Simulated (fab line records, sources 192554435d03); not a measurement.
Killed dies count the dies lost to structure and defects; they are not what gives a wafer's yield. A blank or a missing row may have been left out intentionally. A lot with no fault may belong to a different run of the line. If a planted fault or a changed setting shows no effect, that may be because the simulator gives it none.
fab line records ; flow n5_finfet
[record] lots = 6; wafers = 18; last_day = 18
route steps=1938 shown BEOL_M14@1763 BEOL_M15@1773 PASSIVATION@1936
lots untouched by any fault: they come from a run of this same line in which no faults occurred
start_h: hours from the record's opening day to when the first of the lot's shown wafers began ; wait_h: hours elapsed since this lot's preceding step ; " unchanged from the row above ; L1.1+2: a row that stands for several wafers ; - value missing, or start not given ; * or withheld: withheld ; < > ~ a bound
route shown NAME@n: NAME is a module with steps in the file, n the number in the route of the first one ; usual: mean/standard deviation taken from wafers without a fault ; same: alike in all rows ; chamber/n: place in a boat ; sites: readings site by site ; _std_site: their standard deviation ; _edge_site: outer sites' mean less inner sites' ; radius_mm: for every site, how far away it sits from the centre of the wafer ; mask NAME#n: copy n ; behind: the tool/chamber that last shaped the wafer ; hold: the reason the lot was held/the length of the hold in hours/how it ended ; device: names the non-switching transistor (n, p or np) ; end of line: the route-end tests of the same wafers ; where a step has no rows: the recipe by itself ; killed: dies lost to structure and defects at the first sort, not the wafer's yield ; map: dies across one wafer; x = killed, . = not, _ = none there
set.NAME: the setting the step ran with; set.NAME@STEP: the setting that earlier step ran with ; model.NAME: the simulator's own value behind a step, which no gauge read
lots at selected steps of the route; one table per step, one row per wafer
services: a tool's chamber out of use, with start hour (start_h, from the record's first day; less than 0 if before it), hours out, and reason
[[steps]]
[step N5_BEOL_M14_SPUTTER_44]
[recipe] material = Ta; target_thk_a = 150; temp_c = 50; bias_v = 80; power_w = 15000; chamber_pressure_pa = 0.07; time_s = 24.19
[step N5_BEOL_M14_SPUTTER_45]
[recipe] material = Cu; target_thk_a = 1000; temp_c = -20; bias_v = 60; power_w = 26000; chamber_pressure_pa = 0.13; time_s = 16.67
[usual] cathode_dc_power_W = 26000/5; substrate_temp_c = -19.99/0.11; throttle_valve_pct = 29.7/1.1
lot.wafer;tool;chamber;start_h;wait_h;cathode_dc_power_W;substrate_temp_c;throttle_valve_pct
L420.2;pvd_sputter-01;-;322.53;0.0;25997;-20.23;29.5
L420.5;pvd_sputter-01;-;322.53;0.0;26010;-19.82;31.2
L420.6;pvd_sputter-01;-;322.53;0.0;25990;-20.14;29.2
L424.1;pvd_sputter-03;-;348.59;0.0;25997;-20.02;28.1
L424.3;pvd_sputter-03;-;348.59;0.0;26000;-20.02;30.7
L424.6;pvd_sputter-03;-;348.59;0.0;26004;-19.99;29.8
L430.2;pvd_sputter-03;-;384.77;0.0;25999;-19.94;28.3
L430.3;pvd_sputter-03;-;384.77;0.0;26001;-20.07;30.7
L430.5;pvd_sputter-03;-;384.77;0.0;26006;-19.92;28.1
L431.3;pvd_sputter-02;-;402.13;0.0;25990;-19.95;27.9
L431.5;pvd_sputter-02;-;402.13;0.0;25999;-19.82;30.1
L431.6;pvd_sputter-02;-;402.13;0.0;26003;-20.16;30.3
L435.2;pvd_sputter-02;-;406.95;0.0;26000;-19.87;28.2
L435.5;pvd_sputter-02;-;406.95;0.0;25994;-19.84;30.3
L435.6;pvd_sputter-02;-;406.95;0.0;26000;-20.05;30.0
L436.2;pvd_sputter-01;-;414.75;0.0;26004;-20.05;29.2
L436.5;pvd_sputter-01;-;414.75;0.0;26004;-20.07;31.4
L436.6;pvd_sputter-01;-;414.75;0.0;25992;-19.98;29.3
[step N5_BEOL_M14_ECD_47]
[recipe] material = Cu; target_thk_a = 12480
[step N5_BEOL_M14_ANNEAL_48]
[recipe] temp_c = 225; time_s = 90; ambient = N2
[usual] wafer_temp_C_max = 225.8/0.33
lot.wafer;tool;chamber;start_h;wait_h;wafer_temp_C_max
L420.2;rtp_anneal-02;0;323.01;0.3;225.7
L420.5;rtp_anneal-02;0;323.01;0.3;226.2
L420.6;rtp_anneal-02;0;323.01;0.3;226.2
L424.1;rtp_anneal-01;0;348.90;0.1;225.7
L424.3;rtp_anneal-01;0;348.90;0.1;225.6
L424.6;rtp_anneal-01;0;348.90;0.1;225.5
L430.2;rtp_anneal-01;0;385.13;0.2;225.5
L430.3;rtp_anneal-01;0;385.13;0.2;225.4
L430.5;rtp_anneal-01;0;385.13;0.2;225.7
L431.3;rtp_anneal-02;0;402.83;0.5;225.5
L431.5;rtp_anneal-02;0;402.83;0.5;226.0
L431.6;rtp_anneal-02;0;402.83;0.5;226.0
L435.2;rtp_anneal-02;0;407.31;0.2;226.3
L435.5;rtp_anneal-02;0;407.31;0.2;226.9
L435.6;rtp_anneal-02;0;407.31;0.2;226.2
L436.2;rtp_anneal-02;0;415.11;0.2;226.3
L436.5;rtp_anneal-02;0;415.11;0.2;226.0
L436.6;rtp_anneal-02;0;415.11;0.2;226.5
[step N5_BEOL_M14_CMP_49]
[recipe] stop_on = SiO2; t_overpolish_s = 5.2; down_force_psi = 2; platen_rpm = 80; clearing_platen_down_force_psi = 2; clearing_platen_rpm = 80; post_cmp_clean = cu_alkaline; target_thk_nm = 560; clearing_platen_pad_velocity_m_s = 1.5917; pad_velocity_m_s = 1.5917
[step N5_BEOL_M14_THK_MEAS_50]
[recipe] thk_meas_gauge = xrf; reads = Cu_of_BEOL_M14_ECD_47
[usual] M14_THK = 565/14
lot.wafer;tool;chamber;start_h;wait_h;M14_THK[nm]
L420.2;film_metro-01;-;323.57;-;557
L420.5;film_metro-01;-;323.57;-;555
L420.6;film_metro-01;-;323.57;-;556
L424.1;film_metro-01;-;349.49;-;565
L424.3;film_metro-01;-;349.49;-;571
L424.6;film_metro-01;-;349.49;-;559
L430.2;film_metro-02;-;385.67;-;567
L430.3;film_metro-02;-;385.67;-;577
L430.5;film_metro-02;-;385.67;-;572
L431.3;film_metro-02;-;403.35;-;546
L431.5;film_metro-02;-;403.35;-;558
L431.6;film_metro-02;-;403.35;-;575
L435.2;film_metro-02;-;407.85;-;589
L435.5;film_metro-02;-;407.85;-;583
L435.6;film_metro-02;-;407.85;-;584
L436.2;film_metro-01;-;415.65;-;568
L436.5;film_metro-01;-;415.65;-;586
L436.6;film_metro-01;-;415.65;-;575
[step N5_BEOL_M14_PRE_CLEAN_52]
[recipe] gas = NH3; time_s = 15; temp_c = withheld; rf_power_w = 300
[step N5_BEOL_M14_DEP_53]
[recipe] material = SiCN; target_thk_a = 500; temp_c = withheld; precursor = 3MS/NH3; pressure_torr = 3; rf_w = 675; time_s = 17.8
[usual] showerhead_plenum_p_Torr = 4.151/0.026; throttle_valve_pct = 18.0/0.91
lot.wafer;tool;chamber;start_h;wait_h;showerhead_plenum_p_Torr;throttle_valve_pct
L420.2;pecvd-04;0;323.65;0.0;4.163;18.2
L420.5;pecvd-04;2;323.65;0.0;4.113;17.4
L420.6;pecvd-04;0;323.65;0.0;4.170;18.3
L424.1;pecvd-01;1;349.55;0.0;4.142;16.7
L424.3;pecvd-01;0;349.55;0.0;4.174;17.9
L424.6;pecvd-01;1;349.55;0.0;4.153;17.0
L430.2;pecvd-04;2;385.75;0.0;4.113;17.6
L430.3;pecvd-04;0;385.75;0.0;4.162;18.2
L430.5;pecvd-04;0;385.75;0.0;4.166;18.1
L431.3;pecvd-02;0;403.41;0.0;4.175;19.0
L431.5;pecvd-02;2;403.41;0.0;4.127;17.8
L431.6;pecvd-02;1;403.41;0.0;4.146;19.8
L435.2;pecvd-02;0;407.91;0.0;4.195;19.2
L435.5;pecvd-02;1;407.91;0.0;4.137;19.3
L435.6;pecvd-02;0;407.91;0.0;4.184;19.2
L436.2;pecvd-01;0;415.71;0.0;4.174;17.9
L436.5;pecvd-01;2;415.71;0.0;4.193;16.3
L436.6;pecvd-01;0;415.71;0.0;4.196;17.5
[step N5_BEOL_M14_RS_MEAS_54]
[recipe] thk_meas_gauge = four-point-probe; reads = Cu_of_BEOL_M14_ECD_47+Ta_of_BEOL_M14_SPUTTER_44+TaN_of_BEOL_M14_SPUTTER_43
[usual] M14_RS = 0.0331/0.00085
lot.wafer;tool;chamber;start_h;wait_h;M14_RS[ohm/sq]
L420.2;film_metro-02;-;323.72;0.1;0.0335
L420.5;film_metro-02;-;323.72;0.1;0.0336
L420.6;film_metro-02;-;323.72;0.1;0.0337
L424.1;film_metro-02;-;349.62;0.0;0.0331
L424.3;film_metro-02;-;349.62;0.0;0.0326
L424.6;film_metro-02;-;349.62;0.0;0.0333
L430.2;film_metro-01;-;385.83;0.1;0.0330
L430.3;film_metro-01;-;385.83;0.1;0.0324
L430.5;film_metro-01;-;385.83;0.1;0.0329
L431.3;film_metro-01;-;403.48;0.1;0.0343
L431.5;film_metro-01;-;403.48;0.1;0.0337
L431.6;film_metro-01;-;403.48;0.1;0.0327
L435.2;film_metro-02;-;407.98;0.1;0.0317
L435.5;film_metro-02;-;407.98;0.1;0.0323
L435.6;film_metro-02;-;407.98;0.1;0.0321
L436.2;film_metro-01;-;415.78;0.1;0.0331
L436.5;film_metro-01;-;415.78;0.1;0.0322
L436.6;film_metro-01;-;415.78;0.1;0.0328
[step N5_BEOL_M14_INSPECT_55]
[recipe] inspect_instrument = darkfield; mode = post_dep
[usual] raw_defect_count = 75/21
lot.wafer;tool;chamber;start_h;wait_h;raw_defect_count
L420.2;defect_inspect-01;-;323.75;0.0;68
L420.5;defect_inspect-01;-;323.75;0.0;81
L420.6;defect_inspect-01;-;323.75;0.0;87
L424.1;defect_inspect-02;-;349.65;0.0;91
L424.3;defect_inspect-02;-;349.65;0.0;67
L424.6;defect_inspect-02;-;349.65;0.0;52
L430.2;defect_inspect-01;-;385.86;0.0;62
L430.3;defect_inspect-01;-;385.86;0.0;67
L430.5;defect_inspect-01;-;385.86;0.0;72
L431.3;defect_inspect-02;-;403.51;0.0;71
L431.5;defect_inspect-02;-;403.51;0.0;97
L431.6;defect_inspect-02;-;403.51;0.0;123
L435.2;defect_inspect-01;-;408.01;0.0;34
L435.5;defect_inspect-01;-;408.01;0.0;66
L435.6;defect_inspect-01;-;408.01;0.0;52
L436.2;defect_inspect-02;-;415.81;0.0;66
L436.5;defect_inspect-02;-;415.81;0.0;103
L436.6;defect_inspect-02;-;415.81;0.0;93
[step N5_BEOL_M15_ILD_DEP_00]
[recipe] material = SiO2; target_thk_a = 16293; temp_c = 400; precursor = TEOS/O2; pressure_torr = 6.5; rf_w = 900; teos_flow_sccm = 161.4; gas = O2; flow_sccm = 2650; time_s = 346.1
[usual] heater_power_w = 530/81; showerhead_plenum_p_Torr = 8.34/0.037; throttle_valve_pct = 19.4/1.3
lot.wafer;tool;chamber;start_h;wait_h;heater_power_w;showerhead_plenum_p_Torr;throttle_valve_pct
L420.2;pecvd-02;2;323.78;0.0;539;8.27;18.0
L420.5;pecvd-02;2;323.78;0.0;608;8.28;18.0
L420.6;pecvd-02;0;323.78;0.0;569;8.40;19.8
L424.1;pecvd-02;1;349.68;0.0;552;8.33;20.3
L424.3;pecvd-02;0;349.68;0.0;525;8.39;20.0
L424.6;pecvd-02;2;349.68;0.0;466;8.28;18.1
L430.2;pecvd-02;0;385.89;0.0;570;8.39;19.7
L430.3;pecvd-02;2;385.89;0.0;511;8.28;18.6
L430.5;pecvd-02;1;385.89;0.0;660;8.31;20.1
L431.3;pecvd-03;1;403.54;0.0;478;8.34;20.3
L431.5;pecvd-03;2;403.54;0.0;411;8.39;17.8
L431.6;pecvd-03;0;403.54;0.0;646;8.35;20.8
L435.2;pecvd-03;0;408.04;0.0;689;8.36;21.2
L435.5;pecvd-03;1;408.04;0.0;540;8.36;20.4
L435.6;pecvd-03;0;408.04;0.0;535;8.36;21.0
L436.2;pecvd-03;1;415.84;0.0;414;8.34;20.4
L436.5;pecvd-03;2;415.84;0.0;546;8.37;17.8
L436.6;pecvd-03;0;415.84;0.0;672;8.40;21.0
[step N5_BEOL_M15_THK_MEAS_01]
[recipe] reads = SiO2_of_BEOL_M15_ILD_DEP_00
[usual] M15_ILD_THK = 1636/21
lot.wafer;tool;chamber;start_h;wait_h;M15_ILD_THK[nm]
L420.2;film_metro-02;-;324.03;0.1;1620
L420.5;film_metro-02;-;324.03;0.1;1635
L420.6;film_metro-02;-;324.03;0.1;1652
L424.1;film_metro-02;-;349.93;0.1;1606
L424.3;film_metro-02;-;349.93;0.1;1634
L424.6;film_metro-02;-;349.93;0.1;1645
L430.2;film_metro-01;-;386.14;0.1;1638
L430.3;film_metro-01;-;386.14;0.1;1622
L430.5;film_metro-01;-;386.14;0.1;1657
L431.3;film_metro-02;-;403.79;0.1;1637
L431.5;film_metro-02;-;403.79;0.1;1675
L431.6;film_metro-02;-;403.79;0.1;1635
L435.2;film_metro-01;-;408.29;0.1;1622
L435.5;film_metro-01;-;408.29;0.1;1671
L435.6;film_metro-01;-;408.29;0.1;1671
L436.2;film_metro-01;-;416.09;0.1;1654
L436.5;film_metro-01;-;416.09;0.1;1689
L436.6;film_metro-01;-;416.09;0.1;1642
[step N5_BEOL_M15_COAT_58]
[recipe] resist = BARC; temp_c = 205; time_s = 60; spin_rpm = 1500; resist_thk_nm = 89
[usual] spin_speed_rpm = 1499.8/0.84
lot.wafer;tool;chamber;start_h;wait_h;spin_speed_rpm;model.BARC_of_BEOL_M15_COAT_58.thk_nm
L420.2;litho_track-04;0;324.06;0.0;1497.7;89
L420.5;litho_track-04;0;324.06;0.0;1498.6;89.2
L420.6;litho_track-04;0;324.06;0.0;1499.3;88.8
L424.1;litho_track-01;0;349.96;0.0;1498.8;89.2
L424.3;litho_track-01;0;349.96;0.0;1500.6;89
L424.6;litho_track-01;0;349.96;0.0;1499.3;88.8
L430.2;litho_track-04;0;386.17;0.0;1191.3;99.8
L430.3;litho_track-04;0;386.17;0.0;1192.9;99.8
L430.5;litho_track-04;0;386.17;0.0;1192.1;99.4
L431.3;litho_track-04;0;403.82;0.0;1191.4;100
L431.5;litho_track-04;0;403.82;0.0;1193.1;100.2
L431.6;litho_track-04;0;403.82;0.0;1192.6;100
L435.2;litho_track-05;0;408.33;0.0;1500.0;89.2
L435.5;litho_track-05;0;408.33;0.0;1500.0;89.2
L435.6;litho_track-05;0;408.33;0.0;1498.5;89.2
L436.2;litho_track-05;0;416.13;0.0;1500.7;89.2
L436.5;litho_track-05;0;416.13;0.0;1499.6;89
L436.6;litho_track-05;0;416.13;0.0;1498.8;88.8
[step N5_BEOL_M15_COAT_04]
[recipe] spin_rpm = 1704; resist_thk_nm = 800
[step N5_BEOL_M15_EBR_06]
[recipe] solvent = PGMEA; ebr_width_mm = 1.5
[step N5_BEOL_M15_SOFTBAKE_05]
[recipe] temp_c = 130; time_s = 60
[step N5_BEOL_M15_EXPOSE_07]
[recipe] mask_id = V14; na = 0.8; source_shape = annular; sigma_inner = 0.5; sigma_outer = 0.8; polarization = unpolarized; attpsm_phase_deg = 180; dose_mj = 41.25
[step N5_BEOL_M15_PEB_08]
[recipe] peb_temp_c = 130; peb_time_s = 90
[step N5_BEOL_M15_DEVELOP_09]
[recipe] develop_time_s = 45; rinse_liquid = diw; dry = air_spin; dev_temp_c = 21
[step N5_BEOL_M15_HARDBAKE_14]
[recipe] temp_c = 130; time_s = 120
[step N5_BEOL_M15_CD_MEAS_10]
[recipe] target_cd_nm = 360; landing_energy_ev = 500; detector = se_inlens; polarity = opening
[usual] cd_nm = 360.5/1.9
lot.wafer;tool;chamber;start_h;wait_h;cd_nm
L420.2;cd_sem-01;0;324.46;-;361.3
L420.5;cd_sem-01;0;324.46;-;360.2
L420.6;cd_sem-01;0;324.46;-;358.3
L424.1;cd_sem-03;0;350.24;-;359.7
L424.3;cd_sem-03;0;350.24;-;361.5
L424.6;cd_sem-03;0;350.24;-;359.6
L430.2;cd_sem-01;0;386.45;-;359.1
L430.3;cd_sem-01;0;386.45;-;358.4
L430.5;cd_sem-01;0;386.45;-;357.5
L431.3;cd_sem-01;0;404.22;-;363.3
L431.5;cd_sem-01;0;404.22;-;360.4
L431.6;cd_sem-01;0;404.22;-;359.9
L435.2;cd_sem-01;0;408.60;-;361.9
L435.5;cd_sem-01;0;408.60;-;359.8
L435.6;cd_sem-01;0;408.60;-;358.7
L436.2;cd_sem-03;0;416.52;-;360.8
L436.5;cd_sem-03;0;416.52;-;357.7
L436.6;cd_sem-03;0;416.52;-;359.4
[step N5_BEOL_M15_OVL_MEAS_11]
[recipe] points_per_wafer = 44
[usual] V14_OVL = 0/5.1
lot.wafer;tool;chamber;start_h;wait_h;V14_OVL[nm]
L420.2;overlay-02;0;324.49;0.0;-4
L420.5;overlay-02;0;324.49;0.0;1
L420.6;overlay-02;0;324.49;0.0;-5
L424.1;overlay-01;0;350.27;0.0;-7
L424.3;overlay-01;0;350.27;0.0;-5
L424.6;overlay-01;0;350.27;0.0;1
L430.2;overlay-01;0;386.48;0.0;-7
L430.3;overlay-01;0;386.48;0.0;-2
L430.5;overlay-01;0;386.48;0.0;-10
L431.3;overlay-02;0;404.25;0.0;-7
L431.5;overlay-02;0;404.25;0.0;-2
L431.6;overlay-02;0;404.25;0.0;8
L435.2;overlay-01;0;408.63;0.0;7
L435.5;overlay-01;0;408.63;0.0;6
L435.6;overlay-01;0;408.63;0.0;3
L436.2;overlay-01;0;416.55;0.0;-7
L436.5;overlay-01;0;416.55;0.0;-3
L436.6;overlay-01;0;416.55;0.0;-1
[step N5_BEOL_M15_INSPECT_12]
[recipe] mode = adi; inspect_instrument = macro
[usual] raw_defect_count = 2.1/1.5
lot.wafer;tool;chamber;start_h;wait_h;raw_defect_count
L420.2;defect_inspect-02;-;324.51;0.0;3
L420.5;defect_inspect-02;-;324.51;0.0;3
L420.6;defect_inspect-02;-;324.51;0.0;4
L424.1;defect_inspect-01;-;350.29;0.0;1
L424.3;defect_inspect-01;-;350.29;0.0;3
L424.6;defect_inspect-01;-;350.29;0.0;2
L430.2;defect_inspect-02;-;386.50;0.0;2
L430.3;defect_inspect-02;-;386.50;0.0;3
L430.5;defect_inspect-02;-;386.50;0.0;5
L431.3;defect_inspect-02;-;404.28;0.0;1
L431.5;defect_inspect-02;-;404.28;0.0;2
L431.6;defect_inspect-02;-;404.28;0.0;1
L435.2;defect_inspect-01;-;408.65;0.0;4
L435.5;defect_inspect-01;-;408.65;0.0;1
L435.6;defect_inspect-01;-;408.65;0.0;2
L436.2;defect_inspect-01;-;416.58;0.0;2
L436.5;defect_inspect-01;-;416.58;0.0;1
L436.6;defect_inspect-01;-;416.58;0.0;1
[step N5_BEOL_M15_DESCUM_15]
[recipe] chemistry = O2; time_s = 7.9; source_power_w = 50; bias_power_w = 20; pressure_mtorr = 20; rf_frequency_hz = 2.712e+07; temp_c = 40; o2_flow_sccm = 225
[usual] drypump_motor_current_A = 5.8/0.57; oes_product_au = 0.77/0.081; rf_vpp_V = 242.8/1.4; showerhead_plenum_p_Torr = 2.07/0.071; temp_c = 40.00/0.11; throttle_valve_pct = 20.49/0.19
lot.wafer;tool;chamber;start_h;wait_h;drypump_motor_current_A;oes_product_au;rf_hours_counter_h;rf_vpp_V;showerhead_plenum_p_Torr;temp_c;throttle_valve_pct
L420.2;rie_diel-06;3;324.98;0.5;4.9;0.70;196;244.1;2.07;39.93;20.53
L420.5;rie_diel-06;0;324.98;0.5;6.5;0.85;-;243.9;2.13;39.93;20.35
L420.6;rie_diel-06;3;324.98;0.5;4.9;0.70;-;243.0;2.07;39.86;20.53
L424.1;rie_diel-04;3;350.32;0.0;5.6;0.75;174;240.0;2.01;39.92;20.62
L424.3;rie_diel-04;1;350.32;0.0;5.1;0.81;88;243.9;2.11;40.10;20.57
L424.6;rie_diel-04;1;350.32;0.0;5.1;0.81;-;244.7;2.11;39.91;20.58
L430.2;rie_diel-04;3;386.54;0.0;5.6;0.73;184;241.3;2.00;40.22;20.64
L430.3;rie_diel-04;0;386.54;0.0;6.0;0.82;93;243.1;2.03;40.18;20.35
L430.5;rie_diel-04;2;386.54;0.0;5.2;0.99;-;244.3;2.24;39.95;20.30
L431.3;rie_diel-02;1;404.31;0.0;6.4;0.69;230;244.1;2.14;39.97;20.14
L431.5;rie_diel-02;1;404.31;0.0;6.4;0.69;-;244.1;2.14;39.76;20.17
L431.6;rie_diel-02;2;404.31;0.0;6.5;0.75;-;242.5;2.02;40.05;20.44
L435.2;rie_diel-04;3;408.69;0.0;5.6;0.74;191;241.9;2.00;40.09;20.65
L435.5;rie_diel-04;1;408.69;0.0;5.1;0.80;-;243.9;2.11;39.95;20.60
L435.6;rie_diel-04;0;408.69;0.0;6.0;0.82;-;243.5;2.03;39.91;20.36
L436.2;rie_diel-04;3;416.61;0.0;5.6;0.73;194;240.1;2.00;39.89;20.65
L436.5;rie_diel-04;1;416.61;0.0;5.1;0.79;-;244.0;2.11;40.07;20.59
L436.6;rie_diel-04;0;416.61;0.0;6.0;0.82;-;242.6;2.02;40.08;20.37
[step N5_BEOL_M15_ETCH_59]
[recipe] chemistry = N2/H2; target = BARC; target_depth_a = 890; overetch_a = 267; time_s = 67.9; ion_energy_ev = 200; pressure_mtorr = 30; source_w = 840; bias_w = 150; n2_flow_sccm = 200; h2_flow_sccm = 200
[usual] drypump_motor_current_A = 5.8/0.57; h2_flow_sccm = 200.0/0.64; oes_product_au = 0.66/0.063; rf_vpp_V = 523.1/2.6; showerhead_plenum_p_Torr = 2.52/0.089; throttle_valve_pct = 17.96/0.22
lot.wafer;tool;chamber;start_h;wait_h;drypump_motor_current_A;h2_flow_sccm;oes_product_au;rf_hours_counter_h;rf_vpp_V;showerhead_plenum_p_Torr;throttle_valve_pct;model.etch.depth_nm
L420.2;rie_diel-06;3;325.02;0.0;4.9;199.5;0.61;196;524.8;2.53;18.04;89
L420.5;rie_diel-06;0;325.02;0.0;6.5;201.3;0.72;-;525.6;2.58;17.84;89.11
L420.6;rie_diel-06;3;325.02;0.0;4.9;200.1;0.61;-;523.0;2.53;18.03;88.85
L424.1;rie_diel-04;3;350.36;0.0;5.6;201.4;0.64;174;519.7;2.42;18.03;89.13
L424.3;rie_diel-04;1;350.36;0.0;5.1;200.3;0.70;88;525.5;2.56;17.96;88.91
L424.6;rie_diel-04;1;350.36;0.0;5.1;199.5;0.70;-;525.9;2.56;17.97;88.84
L430.2;rie_diel-04;3;386.57;0.0;5.6;200.2;0.67;184;520.3;2.41;18.07;99.83
L430.3;rie_diel-04;0;386.57;0.0;6.0;199.3;0.77;93;520.6;2.46;17.84;99.78
L430.5;rie_diel-04;2;386.57;0.0;5.2;198.8;0.89;-;529.9;2.70;17.50;99.49
L431.3;rie_diel-02;1;404.34;0.0;6.4;199.4;0.63;230;526.5;2.63;17.82;100
L431.5;rie_diel-02;1;404.34;0.0;6.4;199.9;0.63;-;525.4;2.63;17.82;100.2
L431.6;rie_diel-02;2;404.34;0.0;6.5;198.8;0.69;-;522.4;2.44;17.85;99.98
L435.2;rie_diel-04;3;408.72;0.0;5.6;199.8;0.63;191;518.9;2.41;18.08;89.24
L435.5;rie_diel-04;1;408.72;0.0;5.1;200.2;0.68;-;524.5;2.55;18.00;89.16
L435.6;rie_diel-04;0;408.72;0.0;6.0;199.2;0.71;-;520.6;2.45;17.81;89.25
L436.2;rie_diel-04;3;416.65;0.0;5.6;200.1;0.63;194;519.8;2.41;18.08;89.11
L436.5;rie_diel-04;1;416.65;0.0;5.1;199.9;0.67;-;524.8;2.55;17.99;88.91
L436.6;rie_diel-04;0;416.65;0.0;6.0;200.2;0.70;-;523.3;2.45;17.82;88.89
[step N5_BEOL_M15_VIA_ETCH_16]
[recipe] chemistry = C4F8/O2/Ar; target = SiO2; he_inner_torr = 15; he_outer_torr = 30; target_depth_a = 17922; time_s = withheld; ion_energy_ev = 800; pressure_mtorr = 20; source_w = 1905; bias_w = 2040; Ar_flow_sccm = 400; C4F8_flow_sccm = 16; O2_flow_sccm = 12; ends = cleared
[step N5_PASSIVATION_PROBE_49]
[usual] defect_limited_yield = 91.0/1.4; killed_at_M0_to_M3 = 33/11; killed_at_M4_up = 14/5; killed_at_contacts = 11/7.3; killed_at_front_end = 43/12; killed_at_other = 4/3.1; killed_dies = 106/17; killed_open = 69/13; killed_short = 34/8.7; sort_bin_5_function = 5.2/0.96; sort_bin_6_memory = 3.3/0.66; sort_bin_8_speed = 0.00/0.012; sort_n_pass = 1074/17; sort_yield_pct = 91.0/1.4
[same] gross_dies = 1180; killed_at_back_side = 0; sort_bin_4_leakage[%] = 0
lot.wafer;tool;chamber;start_h;wait_h;defect_limited_yield[%];killed_at_M0_to_M3;killed_at_M4_up;killed_at_contacts;killed_at_front_end;killed_at_other;killed_dies;killed_open;killed_short;sort_bin_5_function[%];sort_bin_6_memory[%];sort_bin_8_speed[%];sort_n_pass;sort_yield_pct[%]
L424.1;prober-02;-;377.70;0.0;91.2;30;14;9;41;10;104;70;33;4.9;3.6;0;1076;91.2
L424.3;prober-02;-;377.80;0.1;91.8;34;10;8;41;4;97;61;34;4.2;3.7;0;1083;91.8
L424.6;prober-02;-;377.95;0.3;90.0;57;8;10;42;1;118;80;31;4.9;4.2;0;1062;90.0
// killed by level:class
L424.1 MOL_CONTACT_COAG:geometric_particle:open=8 STI_FIN_REVEAL:geometric_particle:open=7 BEOL_M0_SAQP:geometric_particle:open=7 BEOL_M3:geometric_particle:open=7 FIN_SAQP:geometric_particle:short=6 BEOL_M1:geometric_particle:open=5 DUMMY_GATE:geometric_particle:open=5 BEOL_M2:geometric_particle:open=5
L424.3 STI_FIN_REVEAL:geometric_particle:open=16 BEOL_M0_SAQP:geometric_particle:short=12 DUMMY_GATE:geometric_particle:open=7 MOL_CONTACT_COAG:geometric_particle:open=6 BEOL_M2:geometric_particle:open=6 BEOL_M3:geometric_particle:open=6 BEOL_M1:geometric_particle:open=5 DUMMY_GATE:geometric_particle:short=4
L424.6 BEOL_M0_SAQP:geometric_particle:open=13 BEOL_M2:geometric_particle:open=13 STI_FIN_REVEAL:geometric_particle:open=8 DUMMY_GATE:geometric_particle:open=8 BEOL_M1:geometric_particle:open=7 BEOL_M0_SAQP:geometric_particle:short=7 BEOL_M3:geometric_particle:open=7 MOL_CONTACT_COAG:geometric_particle:open=6
[[services]]
tool;chamber;start_h;hours;kind
pecvd-01;0;303.03;2.1;scheduled_down
pecvd-01;2;306.62;5.5;scheduled_down
rtp_anneal-01;-;317.71;2.4;pm
litho_track-05;-;321.09;-;consumable_replace:filter
litho_track-04;-;321.31;-;consumable_replace:filter
pecvd-03;-;331.36;0.6;repair
rie_diel-02;2;333.65;4.7;repair
pecvd-03;2;335.42;2.1;scheduled_down
pecvd-01;1;343.82;5.5;scheduled_down
rie_diel-04;2;352.44;-;clean
rie_diel-04;2;352.44;-;consumable_replace:focus_ring
rie_diel-04;2;352.44;-;consumable_replace:showerhead
rie_diel-04;2;352.44;16.8;scheduled_down
rie_diel-04;2;352.44;16.8;vent_cycle
pvd_sputter-03;-;353.36;1.1;repair
pecvd-03;1;354.73;2.1;scheduled_down
pvd_sputter-03;-;355.01;3.2;repair
rie_diel-06;1;373.44;-;clean
rie_diel-06;1;373.44;-;consumable_replace:focus_ring
rie_diel-06;1;373.44;28.9;scheduled_down
pecvd-02;-;376.57;1.0;repair
pecvd-01;-;377.41;1.3;repair
rie_diel-02;0;410.64;6.7;repair
rie_diel-02;3;411.52;9.5;repair
[[key]]
[first_sign] step = N5_BEOL_M15_COAT_58; reading = spin_speed_rpm; direction = down; sigmas = 99+; usual = *; struck = *
effect none on later readings
[model_effect] step = N5_BEOL_M15_COAT_58; value = BARC_of_BEOL_M15_COAT_58.thk_nm; without = 89.1; struck = 99.87
[model_effect] step = N5_BEOL_M15_ETCH_59; value = etch.depth_nm; without = 89.05; struck = 99.89
met_at N5_BEOL_M15_COAT_58
struck_wafers L430.2,L430.3,L430.5,L431.3,L431.5,L431.6
onset_between 324.06 386.17
[fault] kind = process_parameter_drift; tool = litho_track-04; chamber = -; onset_h = 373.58; steps = N5_BEOL_M15_COAT_58; channel = spin_rpm; offset = *; shape = step; end_h = 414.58; acts_in = *; stated = *
